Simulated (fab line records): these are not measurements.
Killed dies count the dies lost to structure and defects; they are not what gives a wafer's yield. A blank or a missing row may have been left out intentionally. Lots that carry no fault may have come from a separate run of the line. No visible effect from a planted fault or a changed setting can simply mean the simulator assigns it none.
A lot that was struck, set against a sound lot -- flow n5_finfet -- 20 out of 1938 route steps
Sound: wafers L641.3, L641.4, L641.6. Struck: wafer L650.2 (left out: L650.1, a lot-mate that was not struck); the cause follows at the end.
Each step with rows lists, per side, the tool, then ch with its chambers, then its first start. Under that, the readings that differ: sound wafers -- struck wafers -- difference of the means -- sigmas: that difference in standard deviations of wafers without a fault.
alike: a reading whose means differ by less than 2 such deviations, as well as words and numbers matching on both sides. not compared: withheld readings; readings where some wafer has no value; bounds like >300 that might hide an equal value; numbers whose values overlap and for which the record gives no deviation.
Wherever a step has rows on one side only, a row that says differs or no value, or a row with sigmas, the two part there. Numbers that have no deviation but don't overlap get no sigmas and don't part them. Lack of a reading on every wafer of one side parts them only where that side has two or more wafers.

N5_BEOL_M12_ETCH_67: etches SiARC in CF4, target depth 143 nm, time 238.3 s.
  sound on rie_diel-02 ch 0,1,3, day 13 18:23; struck on rie_diel-05 ch 1, day 16 11:26
reading,sound,struck,difference,sigmas
oes_product_au (a.u.),0.78 0.82 0.73,0.59,-0.19,-3
throttle_valve_pct (%),15.53 15.26 15.55,15.94,+0.49,+2
  alike: drypump_motor_current_A, etch_rf_on_time_s, rf_vpp_V, showerhead_plenum_p_Torr
  not compared: rf_hours_counter_h
N5_BEOL_M12_ETCH_68: etches SOC in N2/H2, time 285 s.
  sound on rie_diel-02 ch 0,1,3, day 13 18:31; struck on rie_diel-05 ch 1, day 16 11:35
reading,sound,struck,difference,sigmas
oes_product_au (a.u.),0.89 0.97 0.84,0.69,-0.21,-2
rf_vpp_V (V),524.2 523.6 527.9,521.2,-4.0,-2
throttle_valve_pct (%),17.63 17.42 17.45,18.12,+0.62,+3
  alike: drypump_motor_current_A, showerhead_plenum_p_Torr
  not compared: rf_hours_counter_h
then, 3 steps without rows for these wafers: N5_BEOL_M12_STRIP_69 (strips in N2/H2); N5_BEOL_M12_TRENCH_ETCH_34 (etches SiOC in C4F8/O2/Ar, target depth 318.95 nm, time 125.5 s); N5_BEOL_M12_STRIP_70 (strips in C4F8/O2/Ar).
N5_BEOL_M12_OCD_MEAS_35:
  sound: ocd-02 at day 13 18:52; struck: ocd-02 at day 16 11:55
reading,sound,struck,difference,sigmas
trench_depth_nm (nm),323 324 327,315,-10,-2
then, 1 step without rows for these wafers: N5_BEOL_M12_STRIP_37 (strips in N2/H2).
N5_BEOL_M12_ETCH_38: etches SiCN in CF4/N2, target depth 68.7 nm, time 73.4 s.
  sound on rie_diel-02 ch 0,1, day 13 20:48; struck on rie_diel-05 ch 1, day 16 14:35
reading,sound,struck,difference,sigmas
oes_product_au (a.u.),0.96 0.90 0.91,0.68,-0.24,-3
throttle_valve_pct (%),15.09 15.32 15.34,15.78,+0.53,+3
  alike: drypump_motor_current_A, rf_vpp_V, showerhead_plenum_p_Torr
  not compared: rf_hours_counter_h
then, 2 steps without rows for these wafers: N5_BEOL_M12_PRECLEAN_39 (cleans in residue remover, time 60 s); N5_BEOL_M12_SRD_40 (time 30 s, dry time 30 s).
N5_BEOL_M12_DEGAS_41: time 60 s.
  sound: pvd_sputter-01 at day 13 21:06; struck: pvd_sputter-01 at day 16 14:52
  alike: heater_power_w
N5_BEOL_M12_PRE_CLEAN_42: time 30 s.
  sound: pvd_sputter-01 at day 13 21:08; struck: pvd_sputter-01 at day 16 14:55
  alike: heater_power_w
N5_BEOL_M12_SPUTTER_43: material TaN, target thk 15 nm, time 24.19 s.
  sound: pvd_sputter-01 at day 13 21:11; struck: pvd_sputter-01 at day 16 14:57
reading,sound,struck,difference,sigmas
throttle_valve_pct (%),28.9 29.9 28.7,32.0,+2.8,+3
model.TaN_of_BEOL_M12_SPUTTER_43.thk_nm (nm),15.2 15.4 15.2,20.2,+4.9,
then, 4 steps without rows for these wafers: N5_BEOL_M12_SPUTTER_44 (material Ta, target thk 10 nm, time 16.13 s); N5_BEOL_M12_SPUTTER_45 (material Cu, target thk 80 nm, time 13.33 s); N5_BEOL_M12_ECD_47 (material Cu, target thk 720 nm); N5_BEOL_M12_ANNEAL_48 (time 90 s).
N5_BEOL_M12_CMP_49: polishes, stops on SiOC, t overpolish 20.6 s, target thk 320 nm.
  sound on cmp-04 ch 1,3, day 13 21:56; struck on cmp-01 ch 3, day 16 16:25
reading,sound,struck,difference,sigmas
barrier_field_endpoint_s (s),30.6 30.7 30.3,37.2,+6.7,+9
  alike: motor_current_A, platen_rpm, slurry_flow_ml_min
N5_BEOL_M12_THK_MEAS_50: measures by xrf.
  sound: film_metro-02 at day 13 22:12; struck: film_metro-01 at day 16 16:38
reading,sound,struck,difference,sigmas
M12_THK (nm),321 323 326,308,-15,-3
then, 1 step without rows for these wafers: N5_PASSIVATION_PROBE_49.

## WHERE THEY PART
Earliest at N5_BEOL_M12_ETCH_67; latest, in this record, at N5_BEOL_M12_THK_MEAS_50.

WHY: the cause the simulator had injected
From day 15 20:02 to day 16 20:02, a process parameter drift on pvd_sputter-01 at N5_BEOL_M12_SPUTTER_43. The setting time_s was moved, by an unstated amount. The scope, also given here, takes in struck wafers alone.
